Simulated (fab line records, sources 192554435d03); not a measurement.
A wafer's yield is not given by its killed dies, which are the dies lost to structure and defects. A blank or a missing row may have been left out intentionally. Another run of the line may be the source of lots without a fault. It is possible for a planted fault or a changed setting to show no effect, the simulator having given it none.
Lot-split experiment	flow n5-finfet	route with 1938 steps; 7 lots, 21 wafers read

## THE SPLIT ITSELF
At N5_WELL_APT_EXPOSE_05 (exposes mask NWELL, defocus 0 nm, target cd 200 nm), the setting dose-mj was moved away from the recipe's 20.3 on 10 of the 21 wafers read, by -5.4% to +6.6%. All remaining wafers had this setting at the recipe value.

## FROM THE SPLIT TO THE READING: what the file shows between them, 3 steps
- N5_WELL_APT_PEB_06: peb time 90 s
- N5_WELL_APT_DEVELOP_07: develop time 45 s
- N5_WELL_APT_HARDBAKE_12: time 120 s

## THE READING
At N5_WELL_APT_CD_MEAS_08: cd-nm in nanometres, against a target cd of 200 nm. Typical for fault-free wafers on this fab line: 199.7 nm, with standard deviation 1.7 nm.

wafer	tool, chamber at the split	dose-mj as run	against the recipe	cd-nm, nm	against lot-mates on the recipe
L075.1	krf-scanner-02, 0	20.3	recipe	197.2	-
L075.3	krf-scanner-02, 0	20.3	recipe	196.5	-
L075.4	krf-scanner-02, 0	21.63	+6.6%	211.2	+14.3
L077.2	krf-scanner-02, 0	20.3	recipe	200.2	-
L077.3	krf-scanner-02, 0	20.3	recipe	198.9	-
L077.4	krf-scanner-02, 0	20.3	recipe	202.5	-
L078.2	krf-scanner-02, 0	20.93	+3.1%	206.5	+6.1
L078.4	krf-scanner-02, 0	20.3	recipe	200.4	-
L078.5	krf-scanner-02, 0	20.93	+3.1%	204.6	+4.2
L079.3	krf-scanner-01, 0	19.2	-5.4%	191.4	-7.0
L079.4	krf-scanner-01, 0	20.3	recipe	198.4	-
L079.6	krf-scanner-01, 0	19.2	-5.4%	189.2	-9.2
L081.3	krf-scanner-02, 0	21.55	+6.2%	210.2	+9.6
L081.4	krf-scanner-02, 0	20.3	recipe	200.7	-
L081.6	krf-scanner-02, 0	20.3	recipe	200.4	-
L082.2	krf-scanner-01, 0	20.3	recipe	200.2	-
L082.4	krf-scanner-01, 0	20.96	+3.3%	206.2	+6.0
L082.5	krf-scanner-01, 0	20.96	+3.3%	205.8	+5.6
L088.3	krf-scanner-02, 0	20.85	+2.7%	203.3	+5.3
L088.5	krf-scanner-02, 0	20.85	+2.7%	203.9	+5.9
L088.6	krf-scanner-02, 0	20.3	recipe	198.0	-

THE FIT
A straight line over all 21 wafers: cd-nm changes by +1.76 nm for each +1% of dose-mj; r = +0.97; the points scatter about the line by 1.4 nm.
The same after taking each lot's own level away (the mean of its wafers on the recipe; 21 wafers): +1.72 nm for each +1%; r = +0.98; scatter 1.1 nm.
Per that fit: largest dose-mj move, reading shift of 11 nm.
The lots' own levels span 196.85 to 200.55 nm, that is 2.2 times the standard deviation above.
Consequently the slope shifts little with the lot-to-lot level, the two slopes agreeing.
Check: for one of the wafers moved furthest among these (+6.6%), held out of the fit, the line's prediction against its lot-mates is +10.8 nm. Against them it came out at +14.3 nm.

## THE WHOLE CHAIN: every reading that the file lists as answering this split, in the file's order
step	what it does	reading	change (the file's fit)	r (the file's)
N5_WELL_APT_CD_MEAS_08	target cd 200 nm	cd-nm	+1.79 nm for each +1% of the setting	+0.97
N5_WELL_APT_DESCUM_13	chemistry O2, time 7.9 s	WELL_APT.cd-nm (the simulator's own value, which no gauge read)	+1.79 nm for each +1% of the setting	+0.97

## THE FILE'S OWN FIT
cd-nm changes by +1.79 nm for each +1% of dose-mj, r = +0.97.
